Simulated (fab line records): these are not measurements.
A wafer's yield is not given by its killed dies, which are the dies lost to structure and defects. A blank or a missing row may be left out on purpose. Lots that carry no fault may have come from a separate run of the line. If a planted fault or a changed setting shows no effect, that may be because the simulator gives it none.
A lot that was struck, set against a sound lot | flow nand_harc | 14 steps out of a route of 1302
Sound: the wafers L243.2, L243.3, L243.5. Wafers L249.1, L249.5, L249.6 were the ones struck. Last of all comes the cause.
Each step with rows lists, per side, the tool, then ch with its chambers, then its first start. Under that, the readings that differ: sound wafers | struck wafers | difference of the means | sigmas: that difference in standard deviations of wafers without a fault.
alike: a reading whose means differ by less than 2 such deviations, as well as words and numbers matching on both sides. not compared: withheld readings; readings where some wafer has no value; bounds like >300 that might hide an equal value; numbers whose values overlap and for which the record gives no deviation.
A row with sigmas, a row that says differs or no value, or rows on one side alone: a step with any of these is where the two part. When numbers do not overlap yet have no deviation, they are printed without sigmas and do not part them. Lack of a reading on every wafer of one side parts them only where that side has two or more wafers.

first, 4 steps without rows for these wafers: NHARC_P_GATE_EBR_07; NHARC_P_GATE_EXPOSE_08 (exposes mask P HV); NHARC_P_GATE_PEB_09 (peb time 85 s); NHARC_P_GATE_DEVELOP_10 (time 70 s).
NHARC_P_GATE_CD_MEAS_11: target cd 1640 nm.
  sound on cd_sem-03 ch 0, day 4 14:19; struck on cd_sem-02 ch 0, day 6 19:54
  alike: cd_nm
then, 1 step without rows for these wafers: NHARC_P_GATE_HARDBAKE_12 (time 80 s).
NHARC_P_GATE_DESCUM_13: chemistry O2, time 3 s.
  sound on rie_diel-11 ch 1,2, day 4 14:28; struck on rie_diel-04 ch 0,3, day 6 20:04
  alike: drypump_motor_current_A, oes_product_au, rf_vpp_V, showerhead_plenum_p_Torr, throttle_valve_pct
  not compared: rf_hours_counter_h
then, 5 steps without rows for these wafers: NHARC_P_GATE_ETCH_14 (etches SiO2 in dHF, target depth 48.8 nm); NHARC_P_GATE_STRIP_15 (strips in SPM, time 780 s); NHARC_P_GATE_PRECLEAN_71 (cleans in SC1); NHARC_P_GATE_SRD_72; NHARC_P_GATE_OXIDE_16 (material SiO2, target thk 3 nm, ox time 392 s).
NHARC_P_GATE_CVD_17: deposits poly-Si, target thk 150 nm, time 900 s.
  sound on lpcvd_poly-02 ch 0, day 5 00:13; struck on lpcvd_poly-02 ch 0, day 7 09:02
  alike: spike_tc_top_C
NHARC_P_GATE_HM_DEP_102: deposits aC, target thk 120 nm.
  sound on acl_dep-01 ch 0, day 5 02:55; struck on acl_dep-03 ch 0, day 7 13:19
  alike: throttle_valve_pct

== WHERE THEY PART ==
Nowhere in this record.

WHY: the cause the simulator had injected
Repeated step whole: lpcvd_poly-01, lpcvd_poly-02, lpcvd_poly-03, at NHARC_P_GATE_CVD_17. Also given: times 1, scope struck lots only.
